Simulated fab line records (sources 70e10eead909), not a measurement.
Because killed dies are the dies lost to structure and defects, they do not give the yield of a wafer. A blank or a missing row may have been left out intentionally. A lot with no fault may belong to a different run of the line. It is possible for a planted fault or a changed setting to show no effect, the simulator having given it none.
Chamber matching :: flow nandHarc :: rieDiel-08 running NHARC_A_CONTACT_DESCUM_74: 4 sister chambers
The step chemistry O2, time 3 s. 8 wafers are shown with their chamber, then 10 later ones without.

== WAFERS, EACH WITH ITS CHAMBER ==
wafer: L080.6
chamber: 0
showerheadPlenumPTorr (Torr): 1.86
oesProductAu (a.u.): 1.017

wafer: L088.5
chamber: 2
showerheadPlenumPTorr (Torr): 2.00
oesProductAu (a.u.): 1.009

wafer: L088.6
chamber: 3
showerheadPlenumPTorr (Torr): 1.97
oesProductAu (a.u.): 1.014

wafer: L087.1
chamber: 0
showerheadPlenumPTorr (Torr): 1.86
oesProductAu (a.u.): 1.015

wafer: L087.3
chamber: 1
showerheadPlenumPTorr (Torr): 2.01
oesProductAu (a.u.): 0.997

wafer: L087.5
chamber: 3
showerheadPlenumPTorr (Torr): 1.97
oesProductAu (a.u.): 1.010

wafer: L094.3
chamber: 1
showerheadPlenumPTorr (Torr): 2.00
oesProductAu (a.u.): 1.007

wafer: L094.4
chamber: 2
showerheadPlenumPTorr (Torr): 1.99
oesProductAu (a.u.): 0.987

== WAFERS WITHOUT THEIR CHAMBER ==
wafer: L094.5
showerheadPlenumPTorr (Torr): 1.86
oesProductAu (a.u.): 1.016

wafer: L095.1
showerheadPlenumPTorr (Torr): 1.99
oesProductAu (a.u.): 0.995

wafer: L095.2
showerheadPlenumPTorr (Torr): 1.96
oesProductAu (a.u.): 0.991

wafer: L095.4
showerheadPlenumPTorr (Torr): 2.00
oesProductAu (a.u.): 0.996

wafer: L096.3
showerheadPlenumPTorr (Torr): 1.96
oesProductAu (a.u.): 1.000

wafer: L096.5
showerheadPlenumPTorr (Torr): 1.96
oesProductAu (a.u.): 0.996

wafer: L096.6
showerheadPlenumPTorr (Torr): 1.85
oesProductAu (a.u.): 1.005

wafer: L097.1
showerheadPlenumPTorr (Torr): 2.00
oesProductAu (a.u.): 1.005

wafer: L097.5
showerheadPlenumPTorr (Torr): 1.99
oesProductAu (a.u.): 0.987

wafer: L097.6
showerheadPlenumPTorr (Torr): 1.96
oesProductAu (a.u.): 0.984

== EACH ONE'S CHAMBER ==
wafer: L094.5
from the rows above: 0
in truth: 0

wafer: L095.1
from the rows above: 2
in truth: 2

wafer: L095.2
from the rows above: 3
in truth: 3

wafer: L095.4
from the rows above: can't be placed: 2 or 1
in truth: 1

wafer: L096.3
from the rows above: 3
in truth: 3

wafer: L096.5
from the rows above: 3
in truth: 3

wafer: L096.6
from the rows above: 0
in truth: 0

wafer: L097.1
from the rows above: can't be placed: 1 or 2
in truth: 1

wafer: L097.5
from the rows above: can't be placed: 2 or 1
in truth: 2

wafer: L097.6
from the rows above: 3
in truth: 3
Correctly placed: 7 of 10. Can't be placed from these rows: 3 (the true chamber is among the candidates in 3). Number placed wrongly: 0.
How it was worked out, from the rows above alone: a wafer's distance from a chamber is the root of the sum, over the readings, of the square of ((its reading less the chamber's mean) divided by the reading's scatter). The wafer belongs to the nearest chamber; if the next one is less than 2 further off, it can't be placed. For every chamber, the mean is computed from those of its wafers that are shown. The scatter: the root of (the sum of the squares of (reading less its chamber's mean) over the shown wafers, divided by (wafers less chambers)).
